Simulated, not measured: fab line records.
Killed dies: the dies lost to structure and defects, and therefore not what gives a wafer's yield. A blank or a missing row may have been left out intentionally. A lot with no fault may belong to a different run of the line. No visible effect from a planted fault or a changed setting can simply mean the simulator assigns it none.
Chamber matching / flow n5-finfet / N5_BEOL_M8_PECVD_70 on pecvd-04 has 3 sister chambers
The step deposits SiO2 from TEOS/O2, target thk 20 nm, time 22.7 s. 3 wafers are shown with their chamber, then 7 later ones without.

WAFERS PAIRED WITH THEIR CHAMBERS
wafer=L088.1; chamber=0; throttle-valve-pct (%)=24.0
wafer=L088.4; chamber=2; throttle-valve-pct (%)=20.9
wafer=L090.4; chamber=1; throttle-valve-pct (%)=23.6

WAFERS WITHOUT THEIR CHAMBER
wafer=L090.6; throttle-valve-pct (%)=21.0
wafer=L094.1; throttle-valve-pct (%)=21.1
wafer=L094.4; throttle-valve-pct (%)=23.9
wafer=L094.6; throttle-valve-pct (%)=24.0
wafer=L096.3; throttle-valve-pct (%)=23.9
wafer=L096.4; throttle-valve-pct (%)=23.7
wafer=L096.6; throttle-valve-pct (%)=20.8

EACH ONE'S CHAMBER
wafer=L090.6; from the rows above=2; in truth=2
wafer=L094.1; from the rows above=2; in truth=2
wafer=L094.4; from the rows above=can't be placed: 0 or 1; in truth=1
wafer=L094.6; from the rows above=0; in truth=0
wafer=L096.3; from the rows above=can't be placed: 0 or 1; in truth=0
wafer=L096.4; from the rows above=can't be placed: 1 or 0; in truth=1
wafer=L096.6; from the rows above=2; in truth=2
Correct placement for 4 of the 7. These rows do not allow placing 3 (true chamber among the candidates in 3). 0 placed wrongly.
How it was worked out, from the rows above alone: a wafer's distance from a chamber is the root of the sum, over the readings, of the square of ((its reading less the chamber's mean) divided by the reading's scatter). The wafer belongs to the nearest chamber; if the next one is less than 2 further off, it can't be placed. The mean given for a chamber averages the wafers shown for that chamber. The scatter: root of mean squared gap, hidden wafer to nearest shown wafer, with one shown wafer a chamber.
